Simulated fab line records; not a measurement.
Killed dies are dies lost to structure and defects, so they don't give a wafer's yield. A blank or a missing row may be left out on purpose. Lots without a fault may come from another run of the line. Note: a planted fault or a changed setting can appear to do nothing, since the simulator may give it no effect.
Which tool did it? -- flow n5-finfet -- 72 wafers from 24 lots sampled at 2 of the route's 1938 steps

WHAT THE GAUGES SHOWED, per wafer
N5_BEOL_M1_INSPECT_13: inspects for defects (brightfield). Usual: raw-defect-count reads 397 (standard deviation 80).
lot,measured,on,raw-defect-count,flag
L074,day 6 04:35,defect-inspect-01,274 257 280,
L075,day 6 08:16,defect-inspect-01,462 340 534,
L076,day 6 17:11,defect-inspect-02,256 296 320,
L077,day 6 23:10,defect-inspect-02,278 372 346,
L078,day 7 08:12,defect-inspect-02,283 312 314,
L079,day 7 12:31,defect-inspect-01,542 382 533,
L080,day 7 19:13,defect-inspect-02,451 360 426,
L081,day 7 23:56,defect-inspect-01,462 354 427,
L082,day 8 11:09,defect-inspect-01,341 487 362,
L083,day 8 16:24,defect-inspect-02,440 422 468,
L084,day 8 17:28,defect-inspect-01,474 424 532,
L085,day 9 06:23,defect-inspect-02,399 344 386,
L087,day 9 09:52,defect-inspect-02,426 421 429,
L086,day 9 10:22,defect-inspect-01,340 322 335,
L088,day 9 13:44,defect-inspect-02,488 406 454,
L089,day 9 17:33,defect-inspect-01,316 390 595,
L090,day 10 09:25,defect-inspect-02,411 401 453,
L091,day 10 11:09,defect-inspect-02,359 374 330,
L092,day 10 14:42,defect-inspect-01,385 412 427,
L093,day 10 18:31,defect-inspect-02,372 373 381,
L094,day 10 23:14,defect-inspect-02,343 273 336,
L095,day 11 06:35,defect-inspect-01,422 295 377,
L096,day 11 11:38,defect-inspect-02,262 358 508,
L097,day 11 18:59,defect-inspect-02,420 498 437,

N5_BEOL_M1_OVL_MEAS_29. Usual: V0_OVL gives 0.0 nm (standard deviation 0.65).
lot,measured,on,V0_OVL (nm),flag
L074,day 6 05:26,overlay-02,-1.6 -0.1 0.7,
L075,day 6 09:13,overlay-02,-0.7 -0.7 0.1,
L076,day 6 18:08,overlay-02,-0.1 -0.4 -0.8,
L077,day 7 00:21,overlay-02,-0.2 -0.9 0.6,
L078,day 7 09:01,overlay-01,-0.4 0.1 -0.4,
L079,day 7 13:28,overlay-02,0.2 0.6 0.8,
L080,day 7 20:04,overlay-02,-0.1 0.4 0.2,
L081,day 8 01:22,overlay-01,0.9 0.8 1.0,
L082,day 8 12:04,overlay-02,-0.7 -0.2 -0.5,
L083,day 8 17:29,overlay-02,-1.2 -0.3 -0.8,
L084,day 8 18:32,overlay-02,-0.3 -0.1 0.3,
L085,day 9 07:14,overlay-01,0.9 0.3 0.8,
L087,day 9 10:44,overlay-02,0.9 0.6 0.6,
L086,day 9 11:20,overlay-01,-1.6 -0.8 -0.8,
L088,day 9 14:45,overlay-01,0.4 0.9 0.1,
L089,day 9 18:34,overlay-02,-0.4 -0.4 -1.8,
L090,day 10 10:14,overlay-02,-0.1 -0.7 -0.9,
L091,day 10 12:04,overlay-02,0.3 -1.0 -0.4,
L092,day 10 16:07,overlay-02,0.4 -1.0 -0.4,
L093,day 10 20:04,overlay-02,-0.5 0.3 -0.1,
L094,day 11 00:22,overlay-01,0.1 -0.7 0.2,
L095,day 11 07:27,overlay-02,-0.4 0.1 -0.4,
L096,day 11 12:28,overlay-01,0.6 -0.6 0.1,
L097,day 11 19:55,overlay-01,0.5 1.2 0.2,

WHICH TOOL RAN EACH LOT (tool, then ch and the chambers of the sampled wafers, then the start)
The record shows no process step preceding these readings.

WHAT THE TOOLS THEMSELVES READ (means of the sampled wafers that have a number; where no wafer has one, the mark that the record gives instead)
The record holds no such reading with a usual standard deviation.

THE ANSWER, worked out from the rows above alone
Rule: lot off if the mean of its wafers having a number is beyond 3 standard deviations from the usual mean. A lot without any number at a reading at which 4 lots or more have one is off too. The other lots that the step has rows for count as sound. First the gauges in route order, then the tools' own readings, where a lot's mean is used as printed above. The first step at which some lot is off is used, and at that step the reading that is off furthest; a lot without a number counts as furthest.
No lot is off at any reading shown: from this, nothing can be told.

WHAT WAS PUT IN BY THE SIMULATOR
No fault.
